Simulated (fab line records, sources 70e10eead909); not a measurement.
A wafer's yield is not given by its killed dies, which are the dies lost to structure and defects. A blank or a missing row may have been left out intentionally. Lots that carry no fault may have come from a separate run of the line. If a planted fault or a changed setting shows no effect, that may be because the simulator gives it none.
Matching of chambers | flow nand harc | ald hk-01 running NHARC_A_STAIRCASE_ALD_420: 4 sister chambers
The step deposits SiO2, target thk 20 nm, pulse time 6 s, ald cycles 200. 20 wafers are shown with their chamber, then 10 later ones without.

WAFERS WITH THEIR CHAMBER
wafer  | chamber | heater power w (W) | precursor pulse height rel
L075.1 | 2       | 538                | 1.006
L075.2 | 3       | 509                | 0.997
L075.6 | 1       | 438                | 1.037
L078.2 | 0       | 463                | 1.018
L078.5 | 3       | 511                | 1.038
L078.6 | 2       | 546                | 0.999
L080.2 | 2       | 547                | 1.016
L080.4 | 3       | 514                | 0.981
L080.6 | 2       | 533                | 0.993
L079.2 | 0       | 450                | 1.031
L079.3 | 1       | 426                | 0.961
L079.4 | 2       | 553                | 0.992
L081.1 | 2       | 547                | 0.995
L081.5 | 2       | 546                | 1.030
L081.6 | 1       | 437                | 1.037
L084.2 | 0       | 440                | 0.994
L084.5 | 1       | 449                | 1.027
L084.6 | 0       | 433                | 0.982
L088.1 | 2       | 559                | 0.976
L088.3 | 1       | 464                | 0.998

SIGNATURES, as means of the wafers listed above
reading                    | chamber 0 | chamber 1 | chamber 2 | chamber 3 | scatter within a chamber
heater power w             | 446.50    | 442.80    | 546.12    | 511.33    | 10.6
precursor pulse height rel | 1.00625   | 1.01200   | 1.00087   | 1.00533   | 0.0242
Rule: distance of a wafer from a chamber = root of the sum over the readings of ((wafer's reading minus chamber's mean) / reading's scatter) squared. The wafer belongs to the nearest chamber; if the next one is less than 2 further off, it can't be placed. The scatter is the square root of a quotient: the sum, over the shown wafers, of each reading's squared deviation from its chamber's mean, divided by wafers minus chambers.

WAFERS WITH NO CHAMBER GIVEN
wafer  | heater power w (W) | precursor pulse height rel
L088.4 | 482                | 0.998
L092.1 | 481                | 0.990
L092.3 | 456                | 0.986
L092.5 | 445                | 0.998
L096.1 | 440                | 1.009
L096.4 | 490                | 0.985
L096.6 | 556                | 0.961
L097.2 | 443                | 0.981
L097.3 | 451                | 0.973
L097.4 | 571                | 0.974

WHICH CHAMBER EACH ONE RAN IN
wafer  | from the rows above          | in truth
L088.4 | can't be placed: 3 or 0 or 1 | 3
L092.1 | can't be placed: 3 or 0 or 1 | 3
L092.3 | can't be placed: 0 or 1      | 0
L092.5 | can't be placed: 0 or 1      | 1
L096.1 | can't be placed: 1 or 0      | 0
L096.4 | 3                            | 3
L096.6 | 2                            | 2
L097.2 | can't be placed: 0 or 1      | 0
L097.3 | can't be placed: 0 or 1      | 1
L097.4 | 2                            | 2
Correctly placed: 3 of 10. These rows do not allow placing 7 (true chamber among the candidates in 7). Placed wrongly: 0.
